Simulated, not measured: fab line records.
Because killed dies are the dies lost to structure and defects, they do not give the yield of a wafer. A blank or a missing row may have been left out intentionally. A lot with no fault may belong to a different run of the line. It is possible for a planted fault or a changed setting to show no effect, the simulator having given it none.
Chamber matching + flow n5 finfet + N5_BEOL_M9_PECVD_70 on pecvd-02 has 3 sister chambers
The step deposits SiO2 from TEOS/O2, target thk 20 nm, time 22.7 s. 14 wafers are shown with their chamber, then 7 later ones without.

EACH WAFER AND ITS CHAMBER
| wafer  | chamber | throttle valve pct (%) | showerhead plenum p Torr (Torr) | heater power w (W) |
|--------|---------|------------------------|---------------------------------|--------------------|
| L078.3 | 2       | 23.7                   | 8.73                            | 767                |
| L078.4 | 0       | 21.1                   | 8.83                            | 816                |
| L078.5 | 2       | 23.6                   | 8.69                            | 766                |
| L081.1 | 0       | 21.5                   | 8.81                            | 743                |
| L081.3 | 2       | 23.4                   | 8.70                            | 726                |
| L081.4 | 2       | 23.5                   | 8.71                            | 730                |
| L084.1 | 0       | 21.1                   | 8.86                            | 824                |
| L084.5 | 1       | 24.0                   | 8.88                            | 719                |
| L084.6 | 0       | 21.2                   | 8.84                            | 660                |
| L085.2 | 0       | 21.4                   | 8.85                            | 669                |
| L085.3 | 1       | 24.1                   | 8.85                            | 686                |
| L085.4 | 2       | 23.8                   | 8.73                            | 716                |
| L089.1 | 0       | 21.2                   | 8.83                            | 729                |
| L089.4 | 1       | 24.0                   | 8.85                            | 647                |

SIGNATURES (averages over the wafers above)
| reading                  | chamber 0 | chamber 1 | chamber 2 | scatter within a chamber |
|--------------------------|-----------|-----------|-----------|--------------------------|
| throttle valve pct       | 21.250    | 24.033    | 23.600    | 0.148                    |
| showerhead plenum p Torr | 8.8367    | 8.8600    | 8.7120    | 0.0176                   |
| heater power w           | 740.17    | 684.00    | 741.00    | 51.6                     |
Rule: for each reading, subtract the chamber's mean from the wafer's reading, divide by that reading's scatter and square the result; add these up over the readings and take the root, which gives the wafer's distance from the chamber. The wafer belongs to the nearest chamber; if the next one is less than 2 further off, it can't be placed. The scatter: the root of (the sum of the squares of (reading less its chamber's mean) over the shown wafers, divided by (wafers less chambers)).

WAFERS WITHOUT THEIR CHAMBER
| wafer  | throttle valve pct (%) | showerhead plenum p Torr (Torr) | heater power w (W) |
|--------|------------------------|---------------------------------|--------------------|
| L089.5 | 24.0                   | 8.72                            | 732                |
| L087.1 | 24.1                   | 8.85                            | 691                |
| L087.5 | 21.3                   | 8.85                            | 742                |
| L087.6 | 23.9                   | 8.70                            | 812                |
| L092.2 | 21.2                   | 8.84                            | 659                |
| L092.4 | 21.2                   | 8.83                            | 666                |
| L092.5 | 23.9                   | 8.69                            | 790                |

CHAMBER TAKEN BY EACH
| wafer  | from the rows above | in truth |
|--------|---------------------|----------|
| L089.5 | 2                   | 2        |
| L087.1 | 1                   | 1        |
| L087.5 | 0                   | 0        |
| L087.6 | 2                   | 2        |
| L092.2 | 0                   | 0        |
| L092.4 | 0                   | 0        |
| L092.5 | 2                   | 2        |
Correctly placed: 7 of 7. From these rows, 0 cannot be placed. Wrongly placed: 0.
